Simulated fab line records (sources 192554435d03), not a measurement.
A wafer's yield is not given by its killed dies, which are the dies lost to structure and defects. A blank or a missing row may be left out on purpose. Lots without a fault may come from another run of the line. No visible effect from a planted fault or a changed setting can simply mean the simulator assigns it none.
Chamber matching :: flow n5Finfet :: N5_BEOL_M5_CMP_52 on cmp-04: 4 sister chambers
The step polishes, stops on SiCOH lowk, t overpolish 6.9 s, target thk 62 nm. 4 wafers are shown with their chamber, then 12 later ones without.

## EACH WAFER AND ITS CHAMBER
wafer: L085.4
chamber: 2
motorCurrentA (A): 6.4

wafer: L088.1
chamber: 0
motorCurrentA (A): 5.9

wafer: L088.4
chamber: 1
motorCurrentA (A): 6.3

wafer: L088.6
chamber: 3
motorCurrentA (A): 6.0

## WAFERS WITH NO CHAMBER GIVEN
wafer: L089.2
motorCurrentA (A): 6.5

wafer: L089.3
motorCurrentA (A): 5.7

wafer: L089.5
motorCurrentA (A): 5.7

wafer: L091.2
motorCurrentA (A): 6.6

wafer: L091.4
motorCurrentA (A): 6.2

wafer: L091.6
motorCurrentA (A): 5.9

wafer: L095.2
motorCurrentA (A): 5.6

wafer: L095.3
motorCurrentA (A): 6.6

wafer: L095.4
motorCurrentA (A): 5.9

wafer: L096.3
motorCurrentA (A): 6.3

wafer: L096.4
motorCurrentA (A): 6.4

wafer: L096.5
motorCurrentA (A): 6.1

## THE CHAMBER EACH PASSED THROUGH
wafer: L089.2
from the rows above: can't be placed: 2 or 1
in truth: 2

wafer: L089.3
from the rows above: can't be placed: 0 or 3
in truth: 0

wafer: L089.5
from the rows above: can't be placed: 0 or 3
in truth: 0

wafer: L091.2
from the rows above: can't be placed: 2 or 1
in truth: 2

wafer: L091.4
from the rows above: can't be placed: 1 or 2 or 3 or 0
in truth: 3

wafer: L091.6
from the rows above: can't be placed: 0 or 3
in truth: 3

wafer: L095.2
from the rows above: can't be placed: 0 or 3
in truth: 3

wafer: L095.3
from the rows above: can't be placed: 2 or 1
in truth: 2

wafer: L095.4
from the rows above: can't be placed: 0 or 3
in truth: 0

wafer: L096.3
from the rows above: can't be placed: 1 or 2 or 3
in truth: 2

wafer: L096.4
from the rows above: can't be placed: 2 or 1
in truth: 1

wafer: L096.5
from the rows above: can't be placed: 3 or 0 or 1 or 2
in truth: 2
Correctly placed: 0 of 12. Not placeable from these rows: 12 (in 12, the candidates include the true chamber). Wrongly placed: 0.
How it was worked out, from the rows above alone: a wafer's distance from a chamber is the root of the sum, over the readings, of the square of ((its reading less the chamber's mean) divided by the reading's scatter). If the next closest chamber is less than 2 further off than the closest, the wafer can't be placed; otherwise it belongs to the closest. The mean given for a chamber averages the wafers shown for that chamber. The scatter: root of mean squared gap, hidden wafer to nearest shown wafer, with one shown wafer a chamber.
